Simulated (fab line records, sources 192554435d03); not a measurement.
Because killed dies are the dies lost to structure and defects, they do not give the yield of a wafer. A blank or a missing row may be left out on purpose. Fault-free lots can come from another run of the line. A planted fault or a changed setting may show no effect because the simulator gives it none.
Matching of chambers    flow n5Finfet    uvCure-03 running N5_BEOL_M9_CURE_72: 3 sister chambers
The step cures SiCOH lowk, time 120 s. 20 wafers are shown with their chamber, then 10 later ones without.

WAFERS PAIRED WITH THEIR CHAMBERS
wafer   chamber  wafer_temp_C_max  lampPowerPct (%)
L074.1  2        371.2             52.29
L074.4  2        371.2             52.38
L074.5  2        371.0             52.35
L074.2  2        371.0             52.32
L074.3  2        371.0             52.24
L074.6  2        371.1             52.32
L076.1  0        371.2             52.32
L076.2  0        371.1             52.35
L076.5  0        371.3             52.35
L077.2  1        371.2             52.33
L077.4  1        371.1             52.41
L077.5  1        371.0             52.32
L078.2  1        370.5             52.31
L078.5  1        370.6             52.36
L078.6  1        370.9             52.18
L082.1  2        371.6             52.24
L082.2  2        371.8             52.39
L082.4  2        371.1             52.29
L082.3  2        371.2             52.33
L082.5  2        371.2             52.31

SIGNATURES, as means of the wafers listed above
reading           chamber 0  chamber 1  chamber 2  scatter within a chamber
wafer_temp_C_max  371.200    370.883    371.218    0.25
lampPowerPct      52.3400    52.3183    52.3145    0.0563
Rule: a wafer lies at a distance from a chamber equal to the root of the sum of squares, over the readings, of (its reading less the chamber's mean, divided by the reading's scatter). If the next closest chamber is less than 2 further off than the closest, the wafer can't be placed; otherwise it belongs to the closest. The scatter is the square root of a quotient: the sum, over the shown wafers, of each reading's squared deviation from its chamber's mean, divided by wafers minus chambers.

WAFERS WITH NO CHAMBER GIVEN
wafer   wafer_temp_C_max  lampPowerPct (%)
L082.6  371.2             52.37
L086.1  371.0             52.25
L086.4  371.0             52.35
L086.5  370.8             52.29
L089.2  370.7             52.40
L089.4  371.0             52.32
L089.5  371.4             52.28
L090.1  371.0             52.33
L090.4  370.7             52.34
L090.6  371.0             52.33

CHAMBER TAKEN BY EACH
wafer   from the rows above           in truth
L082.6  can't be placed: 0 or 2 or 1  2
L086.1  can't be placed: 1 or 2 or 0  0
L086.4  can't be placed: 1 or 0 or 2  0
L086.5  can't be placed: 1 or 2 or 0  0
L089.2  can't be placed: 1 or 0 or 2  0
L089.4  can't be placed: 1 or 0 or 2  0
L089.5  can't be placed: 2 or 0 or 1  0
L090.1  can't be placed: 1 or 0 or 2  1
L090.4  can't be placed: 1 or 0 or 2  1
L090.6  can't be placed: 1 or 0 or 2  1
Correctly placed: 0 of 10. Cannot be placed on the basis of these rows: 10; the candidates contain the true chamber in 10. 0 placed wrongly.
